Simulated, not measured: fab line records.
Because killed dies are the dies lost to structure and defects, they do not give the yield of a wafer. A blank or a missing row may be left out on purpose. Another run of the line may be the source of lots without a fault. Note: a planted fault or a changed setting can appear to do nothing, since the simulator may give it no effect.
Chamber matching | flow nand harc | ald metal-03 running NHARC_A_WL_FILL_ALD_19: 4 sister chambers
The step deposits TiN, target thk 2 nm, pulse time 3 s, ald cycles 100. 16 wafers are shown with their chamber, then 8 later ones without.

## WAFERS, EACH WITH ITS CHAMBER
wafer  | chamber | heater power w (W) | precursor pulse height rel
L074.2 | 0       | 1069               | 0.995
L074.5 | 2       | 1155               | 0.999
L074.6 | 3       | 1096               | 1.012
L077.1 | 0       | 1069               | 0.989
L077.2 | 2       | 1164               | 0.984
L077.5 | 2       | 1162               | 0.990
L079.3 | 2       | 1155               | 0.983
L079.4 | 0       | 1063               | 1.012
L079.5 | 3       | 1102               | 1.000
L075.1 | 2       | 1188               | 0.988
L075.2 | 3       | 1110               | 0.981
L075.3 | 1       | 880                | 1.019
L089.1 | 2       | 1202               | 1.038
L089.4 | 1       | 948                | 0.974
L089.5 | 3       | 984                | 1.016
L092.2 | 3       | 991                | 0.997

SIGNATURES (means of the wafers above)
reading                    | chamber 0 | chamber 1 | chamber 2 | chamber 3 | scatter within a chamber
heater power w             | 1067.00   | 914.00    | 1171.00   | 1056.60   | 41.1
precursor pulse height rel | 0.99867   | 0.99650   | 0.99700   | 1.00120   | 0.0188
Rule: a wafer's distance from a chamber is the root of the sum, over the readings, of the square of ((its reading less the chamber's mean) divided by the reading's scatter). The wafer belongs to the nearest chamber; if the next one is less than 2 further off, it can't be placed. How the scatter is found: for the shown wafers, subtract from each reading the mean of its chamber, square and add these, divide the total by (wafers less chambers), then take the root.

## WAFERS WHOSE CHAMBER IS MISSING
wafer  | heater power w (W) | precursor pulse height rel
L092.3 | 1207               | 1.014
L092.4 | 1058               | 0.985
L094.1 | 1057               | 1.010
L094.4 | 1004               | 1.024
L094.5 | 1065               | 0.993
L097.1 | 1093               | 1.003
L097.3 | 1191               | 1.000
L097.6 | 919                | 1.014

## EACH ONE'S CHAMBER
wafer  | from the rows above          | in truth
L092.3 | 2                            | 2
L092.4 | can't be placed: 0 or 3      | 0
L094.1 | can't be placed: 3 or 0      | 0
L094.4 | can't be placed: 3 or 0 or 1 | 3
L094.5 | can't be placed: 0 or 3      | 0
L097.1 | can't be placed: 0 or 3 or 2 | 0
L097.3 | 2                            | 2
L097.6 | 1                            | 1
3 of 8 placed correctly. Can't be placed from these rows: 5 (the true chamber is among the candidates in 5). Number placed wrongly: 0.
